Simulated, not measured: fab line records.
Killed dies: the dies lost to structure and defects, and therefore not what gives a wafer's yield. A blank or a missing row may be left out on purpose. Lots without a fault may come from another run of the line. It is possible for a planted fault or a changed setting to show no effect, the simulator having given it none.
Commonality check across tools :: flow nand-harc :: Sampled: 12 lots, 42 wafers

## REASON FOR OPENING
At NHARC_A_CONTACT_INSPECT_44 the reading raw-defect-count is flagged on 2 of 12 lots. Wafers without a fault read 27, standard deviation 13.
Rule: a lot is flagged in two cases, either no wafer of it has a number, or all its wafers with numbers fall more than 4 standard deviations from that mean. The rest of the lots are taken to be sound.

lot: L925
measured: day 16 07:20
on: defect-inspect-01
raw-defect-count, wafer by wafer: 19 23 19
flag: 

lot: L929
measured: day 16 18:26
on: defect-inspect-02
raw-defect-count, wafer by wafer: 42 48 26
flag: 

lot: L926
measured: day 16 18:35
on: defect-inspect-02
raw-defect-count, wafer by wafer: 17 18 13
flag: 

lot: L927
measured: day 16 23:56
on: defect-inspect-02
raw-defect-count, wafer by wafer: 33 35 31
flag: 

lot: L931
measured: day 17 00:28
on: defect-inspect-02
raw-defect-count, wafer by wafer: 27 30 28
flag: 

lot: L928
measured: day 17 06:44
on: defect-inspect-02
raw-defect-count, wafer by wafer: 7 10 12
flag: 

lot: L933
measured: day 18 08:13
on: defect-inspect-02
raw-defect-count, wafer by wafer: 24 21 19
flag: 

lot: L934
measured: day 18 17:43
on: defect-inspect-02
raw-defect-count, wafer by wafer: 39 45 35
flag: 

lot: L935
measured: day 18 23:31
on: defect-inspect-01
raw-defect-count, wafer by wafer: 21 28 25
flag: 

lot: L938
measured: day 19 08:11
on: defect-inspect-01
raw-defect-count, wafer by wafer: 397 386 401 397 382 397
flag: FLAGGED

lot: L940
measured: day 20 07:15
on: defect-inspect-01
raw-defect-count, wafer by wafer: 404 432 409 397 433 403
flag: FLAGGED

lot: L948
measured: day 22 02:15
on: defect-inspect-02
raw-defect-count, wafer by wafer: 19 23 18
flag: 
Average over the flagged lots: 403; offset from the usual +376, equal to +29 standard deviations.

## WHICH TOOL RAN EACH LOT
2 process steps preceding the reading are held in the record, out of 1159 steps in the route. Every cell lists first the tool, next ch and the chambers used by the sampled wafers, and last the start.
lot: L925
flag: 
NHARC_A_WL_FILL_ETCHBACK_26: rie-si-04 ch 1,3, day 15 20:44
NHARC_A_CONTACT_DEP_28: acl-dep-01 ch 0, day 16 04:15

lot: L929
flag: 
NHARC_A_WL_FILL_ETCHBACK_26: rie-si-05 ch 1,2,3, day 16 08:41
NHARC_A_CONTACT_DEP_28: acl-dep-01 ch 0, day 16 15:20

lot: L926
flag: 
NHARC_A_WL_FILL_ETCHBACK_26: rie-si-04 ch 1,2,3, day 16 08:43
NHARC_A_CONTACT_DEP_28: acl-dep-02 ch 0, day 16 16:11

lot: L927
flag: 
NHARC_A_WL_FILL_ETCHBACK_26: rie-si-04 ch 1,2,3, day 16 14:15
NHARC_A_CONTACT_DEP_28: acl-dep-03 ch 0, day 16 21:10

lot: L931
flag: 
NHARC_A_WL_FILL_ETCHBACK_26: rie-si-02 ch 1,3, day 16 14:15
NHARC_A_CONTACT_DEP_28: acl-dep-01 ch 0, day 16 21:03

lot: L928
flag: 
NHARC_A_WL_FILL_ETCHBACK_26: rie-si-05 ch 1,2,3, day 16 20:16
NHARC_A_CONTACT_DEP_28: acl-dep-02 ch 0, day 17 04:05

lot: L933
flag: 
NHARC_A_WL_FILL_ETCHBACK_26: rie-si-04 ch 0,3, day 17 20:06
NHARC_A_CONTACT_DEP_28: acl-dep-02 ch 0, day 18 05:41

lot: L934
flag: 
NHARC_A_WL_FILL_ETCHBACK_26: rie-si-02 ch 1,2,3, day 18 08:10
NHARC_A_CONTACT_DEP_28: acl-dep-01 ch 0, day 18 14:47

lot: L935
flag: 
NHARC_A_WL_FILL_ETCHBACK_26: rie-si-04 ch 1,2,3, day 18 08:10
NHARC_A_CONTACT_DEP_28: acl-dep-03 ch 0, day 18 20:28

lot: L938
flag: FLAGGED
NHARC_A_WL_FILL_ETCHBACK_26: rie-si-02 ch 0,2, day 18 21:00
NHARC_A_CONTACT_DEP_28: acl-dep-03 ch 0, day 19 05:56

lot: L940
flag: FLAGGED
NHARC_A_WL_FILL_ETCHBACK_26: rie-si-04 ch 1,2, day 19 12:40
NHARC_A_CONTACT_DEP_28: acl-dep-03 ch 0, day 20 05:02

lot: L948
flag: 
NHARC_A_WL_FILL_ETCHBACK_26: rie-si-04 ch 0,2,3, day 21 15:31
NHARC_A_CONTACT_DEP_28: acl-dep-01 ch 0, day 21 23:10
What the steps here do:
- NHARC_A_WL_FILL_ETCHBACK_26: etches the open film in HBr, target depth 52 nm, time 13.3 s.
- NHARC_A_CONTACT_DEP_28: deposits aC, target thk 3600 nm.
- NHARC_A_CONTACT_INSPECT_44

## FLAGGED OVER TOTAL, TOOL BY TOOL (the gauges that took the reading come last)
step: NHARC_A_WL_FILL_ETCHBACK_26
tool: rie-si-02
lots run: 3
flagged: 1
share of the flagged lots: some
sound lots run after its first flagged lot: 0

step: NHARC_A_WL_FILL_ETCHBACK_26
tool: rie-si-04
lots run: 7
flagged: 1
share of the flagged lots: some
sound lots run after its first flagged lot: 1 (L948)

step: NHARC_A_WL_FILL_ETCHBACK_26
tool: rie-si-05
lots run: 2
flagged: 0
share of the flagged lots: none
sound lots run after its first flagged lot: -

step: NHARC_A_CONTACT_DEP_28
tool: acl-dep-01
lots run: 5
flagged: 0
share of the flagged lots: none
sound lots run after its first flagged lot: -

step: NHARC_A_CONTACT_DEP_28
tool: acl-dep-02
lots run: 3
flagged: 0
share of the flagged lots: none
sound lots run after its first flagged lot: -

step: NHARC_A_CONTACT_DEP_28
tool: acl-dep-03
lots run: 4
flagged: 2
share of the flagged lots: all
sound lots run after its first flagged lot: 0

step: NHARC_A_CONTACT_INSPECT_44
tool: defect-inspect-01
lots run: 4
flagged: 2
share of the flagged lots: all
sound lots run after its first flagged lot: 0

step: NHARC_A_CONTACT_INSPECT_44
tool: defect-inspect-02
lots run: 8
flagged: 0
share of the flagged lots: none
sound lots run after its first flagged lot: -

## WHAT THE TABLE PERMITS
Rows of the table that ran all the flagged lots, 2 in number: acl-dep-03 at NHARC_A_CONTACT_DEP_28; defect-inspect-01 at NHARC_A_CONTACT_INSPECT_44.
- acl-dep-03 at NHARC_A_CONTACT_DEP_28 ran 4 lots, 2 of them flagged. It ran its last sound lot, L935, at day 18 20:28 and its first flagged lot, L938, at day 19 05:56: a fault with its onset between the two fits.
- defect-inspect-01 at NHARC_A_CONTACT_INSPECT_44 ran 4 lots, 2 of them flagged. It ran its last sound lot, L935, at day 18 23:31 and its first flagged lot, L938, at day 19 08:11: a fault with its onset between the two fits.
These 2 tools cannot be told apart by counting lots, since each of them fits a fault that started at some hour. More lots, or a look at what each step does to the wafer, might.

## WHAT HAD BEEN PUT IN BY THE SIMULATOR
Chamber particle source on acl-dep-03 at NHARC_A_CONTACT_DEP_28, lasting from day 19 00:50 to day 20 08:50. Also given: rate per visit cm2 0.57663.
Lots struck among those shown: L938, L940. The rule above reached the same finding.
